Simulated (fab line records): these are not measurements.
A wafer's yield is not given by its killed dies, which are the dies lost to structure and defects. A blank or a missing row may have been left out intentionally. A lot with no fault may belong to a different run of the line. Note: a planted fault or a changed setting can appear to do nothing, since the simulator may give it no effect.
Matching of chambers	flow n5-finfet	4 sister chambers for N5_BEOL_M11_ALD_74 on ald-metal-02
The step deposits TaN, target thk 2 nm, pulse time 2 s, purge time 3 s. 22 wafers are shown with their chamber, then 11 later ones without.

WAFERS, EACH WITH ITS CHAMBER
wafer	chamber	heater-power-w (W)
L074.1	0	422
L074.2	1	357
L074.5	2	426
L076.1	3	425
L076.2	2	435
L076.4	0	417
L075.1	0	424
L075.2	2	422
L075.3	3	425
L079.1	1	350
L079.4	0	430
L079.6	2	415
L082.1	2	410
L082.2	0	433
L082.6	3	421
L085.1	2	411
L085.5	2	434
L085.6	3	422
L089.1	3	440
L089.3	0	415
L089.4	1	349
L086.1	0	424

SIGNATURES (averages over the wafers above)
reading	chamber 0	chamber 1	chamber 2	chamber 3	scatter within a chamber
heater-power-w	423.57	352.00	421.86	426.60	8.05
Rule: a wafer lies at a distance from a chamber equal to the root of the sum of squares, over the readings, of (its reading less the chamber's mean, divided by the reading's scatter). If the next closest chamber is less than 2 further off than the closest, the wafer can't be placed; otherwise it belongs to the closest. The scatter is the square root of a quotient: the sum, over the shown wafers, of each reading's squared deviation from its chamber's mean, divided by wafers minus chambers.

WAFERS WITH NO CHAMBER GIVEN
wafer	heater-power-w (W)
L086.2	349
L086.4	418
L090.3	407
L090.5	417
L090.6	348
L093.1	423
L093.4	350
L093.6	409
L097.1	430
L097.2	421
L097.3	425

WHICH CHAMBER EACH WENT THROUGH
wafer	from the rows above	in truth
L086.2	1	1
L086.4	can't be placed: 2 or 0 or 3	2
L090.3	can't be placed: 2 or 0 or 3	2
L090.5	can't be placed: 2 or 0 or 3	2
L090.6	1	1
L093.1	can't be placed: 0 or 2 or 3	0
L093.4	1	1
L093.6	can't be placed: 2 or 0 or 3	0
L097.1	can't be placed: 3 or 0 or 2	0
L097.2	can't be placed: 2 or 0 or 3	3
L097.3	can't be placed: 0 or 3 or 2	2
3 of 11 placed correctly. Can't be placed from these rows: 8 (the true chamber is among the candidates in 8). Placed wrongly: 0.
